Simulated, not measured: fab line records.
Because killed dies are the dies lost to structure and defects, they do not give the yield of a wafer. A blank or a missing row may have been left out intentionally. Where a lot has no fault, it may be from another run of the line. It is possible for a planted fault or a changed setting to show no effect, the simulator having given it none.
Problem report, 8D (eight disciplines) form, completed by code + flow n5_finfet + the parts of the form that need people (team, actions taken, sign-off) are left out

== 1. THE PROBLEM ==
Wafers without a fault read 400.00 C, standard deviation 0.22; susceptor_temp_C at N5_BEOL_M10_PECVD_70 reads a mean of 395.54 C on 3 wafers belonging to 2 lots. That puts it -20 standard deviations away from the usual mean.
The step: deposits SiO2 from TEOS/O2, target thk 20 nm, time 22.7 s.
Seen first at day 13 01:06 on pecvd-03, wafer L671.3. The record holds 32 wafers of 11 lots with a number at this step. The rule behind "out" and "out of limits": a value lying over 4 standard deviations away from the usual mean. Any other wafer with a number is counted as sound.

== 2. WHAT IT IS, WHAT IT ISN'T ==
| question                    | is                     | is not                                                                                 |
|-----------------------------|------------------------|----------------------------------------------------------------------------------------|
| which readings at this step | susceptor_temp_C       | chamber_pressure_Torr, heater_power_w, showerhead_plenum_p_Torr, throttle_valve_pct    |
| which lots                  | L671, L677             | L663, L664, L665, L667, L668, L670, L679, L680, L681                                   |
| which wafers of those lots  | L671.3, L671.6, L677.2 | L671.5, L677.1, L677.5                                                                 |
| read on which tools         | pecvd-03               | pecvd-01, pecvd-04                                                                     |
| when                        | from day 13 01:06      | up to then (18 sound wafers); but 11 sound wafers of L677, L679, L680, L681 came after |

== 3. WHAT RULES OUT EACH SUSPECT ==
Counting: any tool at a process step up to the reading remains a suspect provided it ran every lot that is out. Sound lots after the first of them don't rule it out here, since some wafers of a struck lot are sound.
- pecvd-03 at N5_BEOL_M10_PECVD_70 (deposits SiO2 from TEOS/O2, target thk 20 nm, time 22.7 s): kept. It processed each lot that is out (first: L671, day 13 01:06); up to then, its last sound lot is L670 (day 12 20:50). Out on those wafers are its own readings of susceptor_temp_C.
- In pecvd-03 at N5_BEOL_M10_PECVD_70, the wafers that are out were processed in chamber 2 and their sound lot-mates in chambers 0, 1.
The count leaves pecvd-03 at N5_BEOL_M10_PECVD_70.

== 4. THE CAUSE (what the simulator had put in) ==
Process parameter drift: pecvd-03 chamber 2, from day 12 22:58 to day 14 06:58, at N5_BEOL_M10_PECVD_70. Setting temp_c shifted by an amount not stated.
The count eliminated every tool but this one.

== 5. THE CHAIN OF EFFECTS, in route order ==
One row per reading whose mean, taken over the struck wafers that have a number, lies over 3 standard deviations from the usual. Only readings whose record carries a usual standard deviation are examined. hours: median over the lots of the time between each lot's start at the first step of this table that gives one and its start at this step. sigmas: the change, counted in usual standard deviations.
| hours | step                 | reading          | usual    | on struck wafers | change | sigmas |
|-------|----------------------|------------------|----------|------------------|--------|--------|
| 0     | N5_BEOL_M10_PECVD_70 | susceptor_temp_C | 400.00 C | 395.54           | -4.46  | -20    |
Its process steps:
- N5_BEOL_M10_PECVD_70: deposits SiO2 from TEOS/O2, target thk 20 nm, time 22.7 s.

== 6. WHAT WOULD HAVE CAUGHT IT SOONER ==
The fault began at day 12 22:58; the first out-of-limits reading in this record came at day 13 01:06, 2 hours later.
